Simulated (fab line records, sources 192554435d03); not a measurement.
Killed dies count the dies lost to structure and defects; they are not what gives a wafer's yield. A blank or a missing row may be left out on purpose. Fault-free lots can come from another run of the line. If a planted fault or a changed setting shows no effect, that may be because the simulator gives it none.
Matching of chambers :: flow n5_finfet :: pecvd-01 running N5_BEOL_M12_DEP_53: 3 sister chambers
The step deposits SiCN from 3MS/NH3, target thk 30 nm, time 10.5 s. 6 wafers are shown with their chamber, then 7 later ones without.

## WAFERS WITH THEIR CHAMBER
wafer: L075.5
chamber: 1
throttle_valve_pct (%): 18.4
showerhead_plenum_p_Torr (Torr): 4.164

wafer: L084.2
chamber: 0
throttle_valve_pct (%): 17.3
showerhead_plenum_p_Torr (Torr): 4.133

wafer: L084.3
chamber: 1
throttle_valve_pct (%): 18.3
showerhead_plenum_p_Torr (Torr): 4.159

wafer: L084.4
chamber: 2
throttle_valve_pct (%): 18.2
showerhead_plenum_p_Torr (Torr): 4.150

wafer: L086.4
chamber: 2
throttle_valve_pct (%): 18.3
showerhead_plenum_p_Torr (Torr): 4.167

wafer: L086.5
chamber: 0
throttle_valve_pct (%): 16.9
showerhead_plenum_p_Torr (Torr): 4.133

## WAFERS WHOSE CHAMBER IS MISSING
wafer: L086.6
throttle_valve_pct (%): 18.6
showerhead_plenum_p_Torr (Torr): 4.154

wafer: L087.2
throttle_valve_pct (%): 18.7
showerhead_plenum_p_Torr (Torr): 4.156

wafer: L087.4
throttle_valve_pct (%): 17.1
showerhead_plenum_p_Torr (Torr): 4.128

wafer: L087.5
throttle_valve_pct (%): 18.5
showerhead_plenum_p_Torr (Torr): 4.158

wafer: L097.1
throttle_valve_pct (%): 18.1
showerhead_plenum_p_Torr (Torr): 4.159

wafer: L097.3
throttle_valve_pct (%): 16.7
showerhead_plenum_p_Torr (Torr): 4.133

wafer: L097.6
throttle_valve_pct (%): 18.3
showerhead_plenum_p_Torr (Torr): 4.154

## WHICH CHAMBER EACH ONE RAN IN
wafer: L086.6
from the rows above: can't be placed: 1 or 2
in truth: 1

wafer: L087.2
from the rows above: can't be placed: 1 or 2
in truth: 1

wafer: L087.4
from the rows above: 0
in truth: 0

wafer: L087.5
from the rows above: can't be placed: 1 or 2
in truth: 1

wafer: L097.1
from the rows above: can't be placed: 2 or 1
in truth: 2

wafer: L097.3
from the rows above: 0
in truth: 0

wafer: L097.6
from the rows above: can't be placed: 2 or 1
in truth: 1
Placed correctly: 2 of 7. From these rows, 5 cannot be placed; in 5 the true chamber is one of the candidates. 0 placed wrongly.
How it was worked out, from the rows above alone: a wafer's distance from a chamber is the root of the sum, over the readings, of the square of ((its reading less the chamber's mean) divided by the reading's scatter). If the next closest chamber is less than 2 further off than the closest, the wafer can't be placed; otherwise it belongs to the closest. A chamber's mean is the mean of its shown wafers. The scatter is the square root of a quotient: the sum, over the shown wafers, of each reading's squared deviation from its chamber's mean, divided by wafers minus chambers.
